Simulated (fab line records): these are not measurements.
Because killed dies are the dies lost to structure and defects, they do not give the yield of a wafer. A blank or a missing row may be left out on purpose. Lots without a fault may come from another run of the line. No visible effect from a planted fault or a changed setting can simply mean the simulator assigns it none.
Chamber matching :: flow nand_harc :: 4 sister chambers for NHARC_P_STI_CMP_21 on cmp-04
The step polishes, t overpolish 20 s, target thk 380.67 nm. 4 wafers are shown with their chamber, then 12 later ones without.

## WAFERS, EACH WITH ITS CHAMBER
wafer: L091.1
chamber: 1
motor_current_A (A): 12.5

wafer: L093.3
chamber: 0
motor_current_A (A): 11.1

wafer: L094.3
chamber: 3
motor_current_A (A): 12.5

wafer: L094.6
chamber: 2
motor_current_A (A): 11.6

## WAFERS WITHOUT THEIR CHAMBER
wafer: L095.1
motor_current_A (A): 12.8

wafer: L095.4
motor_current_A (A): 12.1

wafer: L095.5
motor_current_A (A): 12.2

wafer: L095.2
motor_current_A (A): 10.3

wafer: L095.3
motor_current_A (A): 12.3

wafer: L095.6
motor_current_A (A): 11.0

wafer: L097.1
motor_current_A (A): 11.9

wafer: L097.2
motor_current_A (A): 10.9

wafer: L097.5
motor_current_A (A): 12.3

wafer: L097.3
motor_current_A (A): 12.2

wafer: L097.4
motor_current_A (A): 12.5

wafer: L097.6
motor_current_A (A): 10.8

## EACH ONE'S CHAMBER
wafer: L095.1
from the rows above: can't be placed: 1 or 3
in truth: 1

wafer: L095.4
from the rows above: can't be placed: 1 or 3 or 2 or 0
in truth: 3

wafer: L095.5
from the rows above: can't be placed: 1 or 3 or 2
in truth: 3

wafer: L095.2
from the rows above: can't be placed: 0 or 2
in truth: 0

wafer: L095.3
from the rows above: can't be placed: 1 or 3 or 2
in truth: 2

wafer: L095.6
from the rows above: can't be placed: 0 or 2
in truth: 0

wafer: L097.1
from the rows above: can't be placed: 2 or 1 or 3 or 0
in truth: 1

wafer: L097.2
from the rows above: can't be placed: 0 or 2
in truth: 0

wafer: L097.5
from the rows above: can't be placed: 1 or 3 or 2
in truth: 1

wafer: L097.3
from the rows above: can't be placed: 1 or 3 or 2
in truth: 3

wafer: L097.4
from the rows above: can't be placed: 1 or 3
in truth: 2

wafer: L097.6
from the rows above: can't be placed: 0 or 2
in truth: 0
Correctly placed: 0 of 12. These rows do not allow placing 12 (true chamber among the candidates in 11). Placed wrongly: 0.
How it was worked out, from the rows above alone: a wafer's distance from a chamber is the root of the sum, over the readings, of the square of ((its reading less the chamber's mean) divided by the reading's scatter). The wafer belongs to the nearest chamber; if the next one is less than 2 further off, it can't be placed. For every chamber, the mean is computed from those of its wafers that are shown. The scatter: root of mean squared gap, hidden wafer to nearest shown wafer, with one shown wafer a chamber.
